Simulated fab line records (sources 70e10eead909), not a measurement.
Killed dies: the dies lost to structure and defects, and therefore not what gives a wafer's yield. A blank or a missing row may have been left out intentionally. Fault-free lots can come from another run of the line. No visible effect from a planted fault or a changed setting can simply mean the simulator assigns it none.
Chamber matching ; flow nand-harc ; 4 sister chambers for NHARC_A_BONDPAD_STRIP_15 on rie-diel-04
The step strips in O2. 4 wafers are shown with their chamber, then 8 later ones without.

WAFERS WITH THEIR CHAMBER
wafer;chamber;chamber-pressure-mTorr (mTorr)
L428.4;3;59.99
L431.1;2;60.06
L431.4;1;60.00
L432.1;0;60.05

WAFERS WITH NO CHAMBER GIVEN
wafer;chamber-pressure-mTorr (mTorr)
L432.4;60.07
L432.6;59.97
L433.2;59.88
L433.4;59.95
L433.6;60.01
L434.3;60.04
L434.4;59.96
L434.5;60.01

EACH ONE'S CHAMBER
wafer;from the rows above;in truth
L432.4;can't be placed: 2 or 0 or 1 or 3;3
L432.6;can't be placed: 3 or 1 or 0 or 2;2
L433.2;can't be placed: 3 or 1 or 0 or 2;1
L433.4;can't be placed: 3 or 1 or 0 or 2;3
L433.6;can't be placed: 1 or 3 or 0 or 2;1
L434.3;can't be placed: 0 or 2 or 1 or 3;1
L434.4;can't be placed: 3 or 1 or 0 or 2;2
L434.5;can't be placed: 1 or 3 or 0 or 2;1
Placed correctly: 0 of 8. Unplaceable from these rows: 8, with the true chamber sitting among the candidates in 8. Placed wrongly: 0.
How it was worked out, from the rows above alone: a wafer's distance from a chamber is the root of the sum, over the readings, of the square of ((its reading less the chamber's mean) divided by the reading's scatter). If the next closest chamber is less than 2 further off than the closest, the wafer can't be placed; otherwise it belongs to the closest. The mean given for a chamber averages the wafers shown for that chamber. The scatter: with one shown wafer a chamber, the root of the mean of the squares of how far each hidden wafer lies from its nearest shown one.
